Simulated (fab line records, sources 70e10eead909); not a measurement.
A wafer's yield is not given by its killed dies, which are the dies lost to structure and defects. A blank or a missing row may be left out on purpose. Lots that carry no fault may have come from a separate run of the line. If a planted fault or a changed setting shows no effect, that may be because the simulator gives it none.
fab line records	flow nand-harc	part 1 of 2: steps 1 to 3 of 6
[record] lots = 24	wafers = 72	last-day = 33
route steps=1302 shown A_STAIRCASE@884 A_SGD_CUT@906 A_SLIT@933
lots untouched by any fault: they come from a run of this same line in which no faults occurred
start-h: hours from the record's first day to the start of the lot's first wafer shown	wait-h: hours elapsed since this lot's preceding step	" the same as in the row above	L1.1+2: one row covering several wafers at once	- no value, or no start was given	* or withheld: withheld	< > ~ a bound
route shown NAME@n: names a module that has steps shown in the file, with the first one's number in the route	usual: mean/standard deviation of fault-free wafers	same: alike in all rows	chamber/n: place in a boat	sites: readings site by site	_std_site: standard deviation of those values	_edge_site: mean of outer sites minus mean of inner sites	radius-mm: for every site, how far away it sits from the centre of the wafer	mask NAME#n: copy n	behind: the most recent tool/chamber to have shaped the wafer	hold: the reason the lot was held/the length of the hold in hours/how it ended	device: which transistor (n, p or np) failed to switch	end of line: at the end of the route, the tests of the same wafers	where a step has no rows: the recipe by itself	killed: the dies lost at the first sort to structure and to defects; this is not the yield of the wafer	map: per-die view of a wafer (x killed, . not killed, _ where there is no die)
set.NAME: the setting as run; set.NAME@STEP: as run at that earlier step	model.NAME: the simulator's own value behind a step, which no gauge read
the route's steps for a sample of lots (tables are steps, rows are wafers)
services: the hour from which a tool's chamber was out of use, counted from the record's first day as start-h (under 0 if before that day), plus the number of hours and why
[[steps]]
[step NHARC_A_STAIRCASE_STRIP_475]
[recipe] time-s = 20	o2-flow-sccm = 500	ar-flow-sccm = 0	bias-w = 0	chemistry = O2
[usual] drypump-motor-current-A = 5.8/0.55	oes-product-au = 1.001/0.0079	rf-vpp-V = 57.7/0.94	showerhead-plenum-p-Torr = 3.52/0.16	throttle-valve-pct = 17.037/0.0092
lot.wafer	tool	chamber	start-h	wait-h	drypump-motor-current-A	oes-product-au	rf-hours-counter-h	rf-vpp-V	showerhead-plenum-p-Torr	throttle-valve-pct
L074.2	rie-diel-07	0	-	-	5.6	0.982	42	58.0	3.34	17.043
L074.5	"	0	"	"	5.6	0.994	-	57.5	3.34	17.045
L074.6	"	1	"	"	6.1	0.996	-	59.3	3.60	17.035
L075.1	rie-diel-10	2	457.65	0.1	6.2	0.991	11	58.9	3.77	17.026
L075.2	"	1	"	"	6.4	1.000	9	58.1	3.37	17.050
L075.5	"	2	"	"	6.2	0.986	-	57.8	3.77	17.041
L076.4	rie-diel-03	3	471.83	-	5.4	1.023	1	58.2	3.37	17.030
L076.1	"	0	"	"	6.3	1.006	1	58.0	3.39	17.050
L076.6	"	2	"	"	5.2	0.998	-	57.8	3.66	17.039
L078.1	rie-diel-03	0	-	-	6.2	0.998	1	57.7	3.39	17.043
L078.2	"	1	"	"	6.2	1.008	1	58.6	3.81	17.046
L078.5	"	3	"	"	5.3	1.000	-	57.1	3.37	17.037
L077.4	rie-diel-03	1	-	-	6.2	1.005	3	57.7	3.81	17.035
L077.5	"	2	"	"	5.3	0.999	-	57.4	3.66	17.034
L077.6	"	3	"	"	5.4	1.008	-	56.9	3.36	17.048
L079.2	rie-diel-10	2	-	-	6.2	1.011	25	57.6	3.76	17.037
L079.3	"	3	"	"	4.6	0.994	26	57.2	3.55	17.026
L079.6	"	0	"	"	5.5	1.021	-	58.6	3.54	17.040
L080.1	rie-diel-03	0	-	-	6.3	0.990	10	58.2	3.39	17.043
L080.4	"	2	"	"	5.2	1.002	13	57.4	3.65	17.034
L080.6	"	0	"	"	6.3	0.992	-	55.5	3.39	17.041
L081.3	rie-diel-07	0	-	-	5.6	0.997	12	56.3	3.32	17.039
L081.1	"	2	"	"	6.0	1.003	11	56.2	3.32	17.038
L081.5	"	3	"	"	6.3	1.012	-	57.7	3.63	17.036
L082.2	rie-diel-10	3	-	-	4.6	1.000	38	58.3	3.54	17.042
L082.4	"	0	"	"	5.5	0.999	25	57.9	3.53	17.055
L082.1	"	2	"	"	6.2	1.000	35	57.3	3.75	17.043
L083.3	rie-diel-07	2	-	-	5.9	1.007	14	55.4	3.32	17.030
L083.2	"	3	"	"	6.3	1.011	16	58.6	3.62	17.052
L083.5	"	2	"	"	5.9	1.007	-	58.5	3.32	17.014
L084.3	rie-diel-10	0	-	-	5.6	1.012	29	58.6	3.53	17.045
L084.5	"	2	"	"	6.1	1.007	-	59.2	3.75	17.045
L084.6	"	3	"	"	4.7	0.991	-	58.6	3.54	17.035
L086.3	rie-diel-03	2	-	-	5.2	0.987	30	57.4	3.64	17.046
L086.1	"	0	"	"	6.2	0.993	25	58.4	3.38	17.046
L086.6	"	2	"	"	5.2	0.997	-	57.7	3.64	17.033
L087.2	rie-diel-10	3	-	-	4.6	1.003	51	58.7	3.53	17.042
L087.3	"	0	"	"	5.5	0.998	38	58.5	3.52	17.029
L087.5	"	0	"	"	5.5	1.007	-	56.9	3.52	17.047
L085.2	rie-diel-03	2	-	-	5.2	0.996	30	58.4	3.64	17.045
L085.3	"	3	"	"	5.4	0.997	27	57.5	3.35	17.037
L085.5	"	2	"	"	5.2	1.001	-	56.4	3.64	17.036
L088.2	rie-diel-10	1	-	-	6.4	1.000	50	57.2	3.35	17.040
L088.3	"	3	"	"	4.7	0.995	55	58.0	3.53	17.045
L088.6	"	1	"	"	6.4	1.008	-	57.0	3.35	17.025
L089.3	rie-diel-07	2	-	-	6.0	1.006	23	57.3	3.32	17.038
L089.2	"	0	"	"	5.6	0.992	27	56.6	3.31	17.028
L089.4	"	1	"	"	6.1	1.012	25	57.8	3.58	17.043
L090.3	rie-diel-10	2	-	-	6.2	1.001	61	57.8	3.74	17.043
L090.4	"	0	"	"	5.6	0.995	48	58.0	3.52	17.038
L090.5	"	1	"	"	6.5	1.002	-	57.3	3.34	17.050
L091.2	rie-diel-07	3	-	-	6.3	1.007	38	57.2	3.61	17.047
L091.5	"	0	"	"	5.6	0.981	-	59.1	3.31	17.049
L091.6	"	1	"	"	6.1	1.011	-	56.6	3.57	17.026
L092.4	rie-diel-03	0	-	-	6.3	1.005	47	57.5	3.37	17.024
L092.1	"	3	"	"	5.4	1.014	54	57.2	3.34	17.030
L092.5	"	1	"	"	6.2	1.002	-	57.8	3.78	17.042
L093.1	rie-diel-03	3	-	-	5.4	1.010	62	57.6	3.33	17.028
L093.5	"	0	"	"	6.3	1.002	-	57.1	3.37	17.045
L093.6	"	1	"	"	6.2	1.008	-	59.6	3.77	17.035
L094.3	rie-diel-10	3	-	-	4.7	0.991	12	57.9	3.52	17.025
L094.2	"	2	"	"	6.1	0.987	14	57.8	3.73	17.029
L094.5	"	3	"	"	4.6	1.000	-	57.8	3.52	17.033
L095.4	rie-diel-07	2	-	-	6.0	1.002	45	56.8	3.31	17.041
L095.3	"	3	"	"	6.3	1.010	51	56.2	3.60	17.038
L095.5	"	2	"	"	6.0	0.991	-	57.1	3.31	17.038
L096.1	rie-diel-10	1	-	-	6.4	0.989	12	58.0	3.33	17.023
L096.3	"	3	"	"	4.7	1.000	12	57.5	3.52	17.034
L096.5	"	2	"	"	6.1	0.999	-	56.5	3.73	17.024
L097.4	rie-diel-03	0	-	-	6.3	1.000	1	56.7	3.36	17.024
L097.2	"	1	"	"	6.2	0.992	2	60.4	3.77	17.035
L097.6	"	1	"	"	6.2	0.998	-	59.2	3.77	17.041
[step NHARC_A_SGD_CUT_ETCH_59]
[recipe] target-depth-a = 2600	over-etch-frac = 0.25	time-s = 406.25	ion-energy-ev = 200	n2-flow-sccm = 150	h2-flow-sccm = 150	ar-flow-sccm = 0	rf-w = 400	bias-w = 150	chemistry = N2/H2
[usual] drypump-motor-current-A = 5.7/0.35	n2-flow-sccm = 150.0/0.42	oes-product-au = 1.005/0.011	rf-vpp-V = 431.3/2.8	showerhead-plenum-p-Torr = 2.07/0.099	throttle-valve-pct = 14.171/0.0084
lot.wafer	tool	chamber	start-h	wait-h	drypump-motor-current-A	n2-flow-sccm	oes-product-au	rf-hours-counter-h	rf-vpp-V	showerhead-plenum-p-Torr	throttle-valve-pct
L074.2	rie-diel-08	3	-	-	5.9	150.2	0.983	4	430.4	2.07	14.182
L074.5	"	3	"	"	5.9	150.0	0.993	-	431.7	2.07	14.170
L074.6	"	0	"	"	5.7	150.2	1.000	-	432.1	2.11	14.165
L075.1	rie-diel-09	1	-	-	6.0	149.6	1.019	12	424.9	1.89	14.168
L075.2	"	2	"	"	5.1	149.7	1.016	12	432.4	2.13	14.175
L075.5	"	2	"	"	5.1	150.1	1.013	-	431.1	2.13	14.172
L076.1	rie-diel-09	0	-	-	5.4	149.4	1.009	14	435.1	2.19	14.167
L076.4	"	1	"	"	6.0	149.9	1.008	14	426.5	1.89	14.177
L076.6	"	2	"	"	5.1	149.3	1.008	-	433.0	2.13	14.182
L078.1	rie-diel-04	2	-	-	6.3	150.8	1.027	5	435.3	2.18	14.191
L078.2	"	3	"	"	5.5	150.2	1.004	6	427.7	1.89	14.169
L078.5	"	2	"	"	6.3	150.2	1.028	-	432.7	2.18	14.176
L077.4	rie-diel-04	3	-	-	5.5	150.5	1.008	6	427.6	1.89	14.167
L077.5	"	1	"	"	5.2	149.6	1.008	-	430.5	2.03	14.157
L077.6	"	2	"	"	6.2	149.4	1.021	-	434.0	2.18	14.171
L079.3	rie-diel-09	0	-	-	5.4	149.9	1.006	15	433.5	2.19	14.174
L079.2	"	1	"	"	6.0	149.8	1.008	15	425.2	1.89	14.176
L079.6	"	3	"	"	6.0	149.6	1.010	-	432.4	2.12	14.188
L080.4	rie-diel-04	0	-	-	5.5	150.5	1.011	9	429.5	2.03	14.165
L080.1	"	2	"	"	6.2	149.8	1.035	7	434.0	2.18	14.177
L080.6	"	0	"	"	5.5	150.2	1.008	-	430.9	2.03	14.163
L081.3	rie-diel-04	1	-	-	5.3	149.9	1.023	9	431.0	2.03	14.162
L081.1	"	2	"	"	6.3	150.1	1.029	8	433.1	2.18	14.161
L081.5	"	0	"	"	5.5	149.6	0.996	-	430.3	2.03	14.182
L082.2	rie-diel-09	3	-	-	6.0	150.6	0.997	2	432.4	2.12	14.167
L082.1	"	0	"	"	5.5	150.4	0.999	2	435.4	2.19	14.158
L082.4	"	1	"	"	6.0	149.5	1.002	1	425.6	1.89	14.173
L083.2	rie-diel-09	2	-	-	5.1	149.7	0.986	2	433.2	2.12	14.169
L083.3	"	3	"	"	6.0	150.0	1.010	3	434.0	2.12	14.161
L083.5	"	0	"	"	5.4	149.4	1.009	-	434.8	2.18	14.171
L084.3	rie-diel-04	1	-	-	5.3	149.4	1.012	10	428.8	2.03	14.162
L084.5	"	0	"	"	5.5	150.7	1.017	-	430.7	2.03	14.167
L084.6	"	1	"	"	5.3	149.5	1.002	-	430.3	2.03	14.173
L086.1	rie-diel-08	0	-	-	5.7	149.9	1.005	0	432.5	2.11	14.173
L086.3	"	1	"	"	5.6	150.6	0.980	0	429.3	2.04	14.163
L086.6	"	3	"	"	5.9	150.2	1.003	-	430.9	2.07	14.169
L087.3	rie-diel-04	1	-	-	5.2	150.2	1.001	0	430.6	2.03	14.182
L087.2	"	3	"	"	5.5	150.2	1.005	0	425.4	1.89	14.166
L087.5	"	3	"	"	5.6	150.6	0.997	-	427.5	1.89	14.167
L085.3	rie-diel-08	3	-	-	5.9	148.5	0.997	0	432.4	2.07	14.165
L085.2	"	2	"	"	6.0	150.2	1.011	0	434.6	2.19	14.172
L085.5	"	0	"	"	5.7	149.9	0.991	-	431.2	2.11	14.170
L088.2	rie-diel-04	3	-	-	5.5	149.9	1.008	2	426.4	1.89	14.190
L088.3	"	2	"	"	6.2	149.7	1.005	2	434.3	2.18	14.183
L088.6	"	3	"	"	5.5	149.7	1.002	-	426.4	1.89	14.180
L089.3	rie-diel-08	0	-	-	5.7	150.6	1.012	1	434.0	2.11	14.173
L089.2	"	3	"	"	5.9	149.9	1.000	1	432.1	2.07	14.161
L089.4	"	1	"	"	5.6	148.7	0.986	-	430.9	2.04	14.178
L090.3	rie-diel-09	3	-	-	6.0	149.3	1.011	8	432.6	2.12	14.166
L090.4	"	2	"	"	5.1	149.9	0.990	8	432.7	2.12	14.141
L090.5	"	3	"	"	6.0	149.8	1.008	-	432.6	2.12	14.169
L091.2	rie-diel-08	3	-	-	6.0	150.0	1.001	3	430.2	2.07	14.177
L091.5	"	3	"	"	6.0	149.9	0.991	-	430.8	2.07	14.169
L091.6	"	0	"	"	5.7	150.4	0.994	-	433.9	2.11	14.170
L092.4	rie-diel-09	2	-	-	5.1	150.5	1.008	11	432.5	2.12	14.169
L092.1	"	3	"	"	6.0	150.1	1.015	11	432.6	2.12	14.153
L092.5	"	3	"	"	6.0	150.5	1.018	-	434.4	2.12	14.181
L093.1	rie-diel-09	2	-	-	5.1	150.5	1.003	13	432.1	2.12	14.171
L093.6	"	1	"	"	6.0	149.6	1.007	-	425.3	1.88	14.173
L093.5	"	2	"	"	5.1	150.0	1.001	-	432.7	2.12	14.168
L094.3	rie-diel-09	1	-	-	6.1	150.3	0.995	13	426.6	1.88	14.170
L094.2	"	2	"	"	5.1	150.3	1.006	14	432.8	2.12	14.176
L094.5	"	0	"	"	5.4	150.7	1.003	-	434.3	2.18	14.160
L095.4	rie-diel-04	2	-	-	6.3	150.3	1.003	6	433.5	2.17	14.171
L095.3	"	3	"	"	5.5	150.8	1.026	6	425.8	1.89	14.176
L095.5	"	2	"	"	6.2	149.9	1.018	-	436.0	2.17	14.178
L096.1	rie-diel-08	3	-	-	6.0	149.4	1.008	5	430.7	2.07	14.178
L096.3	"	2	"	"	6.0	150.5	1.001	4	434.2	2.19	14.168
L096.5	"	3	"	"	5.9	149.6	0.998	-	431.4	2.07	14.184
L097.4	rie-diel-08	2	-	-	5.9	150.0	1.005	4	433.6	2.19	14.180
L097.2	"	3	"	"	5.9	150.4	0.992	5	432.3	2.07	14.173
L097.6	"	2	"	"	5.9	149.5	1.000	-	433.7	2.19	14.156
[step NHARC_A_SLIT_CD_MEAS_09]
[recipe] target-cd-nm = 300	landing-energy-ev = 500
[usual] cd-nm = 299.9/0.46
lot.wafer	tool	chamber	start-h	wait-h	cd-nm
L074.2	cd-sem-01	0	447.87	-	299.9
L074.5	"	0	"	"	299.4
L074.6	"	0	"	"	299.3
L075.1	cd-sem-03	0	471.72	-	300.4
L075.2	"	0	"	"	300.0
L075.5	"	0	"	"	300.4
L078.1	cd-sem-02	0	485.20	-	299.4
L078.2	"	0	"	"	300.5
L078.5	"	0	"	"	299.8
L076.1	cd-sem-02	0	485.37	-	300.5
L076.4	"	0	"	"	299.6
L076.6	"	0	"	"	300.7
L077.4	cd-sem-03	0	495.08	-	299.6
L077.5	"	0	"	"	300.1
L077.6	"	0	"	"	301.0
L079.2	cd-sem-01	0	505.26	-	299.5
L079.3	"	0	"	"	299.3
L079.6	"	0	"	"	299.2
L080.1	cd-sem-01	0	514.49	-	299.4
L080.4	"	0	"	"	300.3
L080.6	"	0	"	"	300.1
L082.1	cd-sem-03	0	529.76	-	299.7
L082.2	"	0	"	"	299.6
L082.4	"	0	"	"	300.4
L081.1	cd-sem-01	0	529.79	-	299.6
L081.3	"	0	"	"	299.0
L081.5	"	0	"	"	299.9
L084.3	cd-sem-01	0	541.54	-	300.4
L084.5	"	0	"	"	300.0
L084.6	"	0	"	"	300.3
L083.2	cd-sem-03	0	542.24	-	299.5
L083.3	"	0	"	"	299.7
L083.5	"	0	"	"	299.3
L086.1	cd-sem-02	0	566.54	-	299.8
L086.3	"	0	"	"	299.2
L086.6	"	0	"	"	299.0
L087.2	cd-sem-01	0	570.30	-	299.7
L087.3	"	0	"	"	300.2
L087.5	"	0	"	"	299.8
L085.2	cd-sem-02	0	570.47	-	300.1
L085.3	"	0	"	"	299.9
L085.5	"	0	"	"	300.2
L088.2	cd-sem-02	0	577.88	-	300.4
L088.3	"	0	"	"	300.2
L088.6	"	0	"	"	300.2
L089.2	cd-sem-02	0	578.76	-	299.7
L089.3	"	0	"	"	300.3
L089.4	"	0	"	"	300.4
L090.3	cd-sem-01	0	600.11	-	300.7
L090.4	"	0	"	"	300.3
L090.5	"	0	"	"	300.0
L091.2	cd-sem-01	0	620.20	-	299.7
L091.5	"	0	"	"	299.8
L091.6	"	0	"	"	300.0
L092.1	cd-sem-01	0	627.16	-	299.9
L092.4	"	0	"	"	299.5
L092.5	"	0	"	"	299.8
L093.1	cd-sem-01	0	645.89	-	299.5
L093.5	"	0	"	"	299.6
L093.6	"	0	"	"	299.2
L094.2	cd-sem-03	0	656.27	-	299.9
L094.3	"	0	"	"	299.9
L094.5	"	0	"	"	299.0
L095.3	cd-sem-01	0	656.43	-	300.2
L095.4	"	0	"	"	299.3
L095.5	"	0	"	"	300.0
L096.1	cd-sem-03	0	660.03	-	300.6
L096.3	"	0	"	"	300.1
L096.5	"	0	"	"	300.2
L097.2	cd-sem-03	0	666.58	-	299.6
L097.4	"	0	"	"	299.9
L097.6	"	0	"	"	300.8
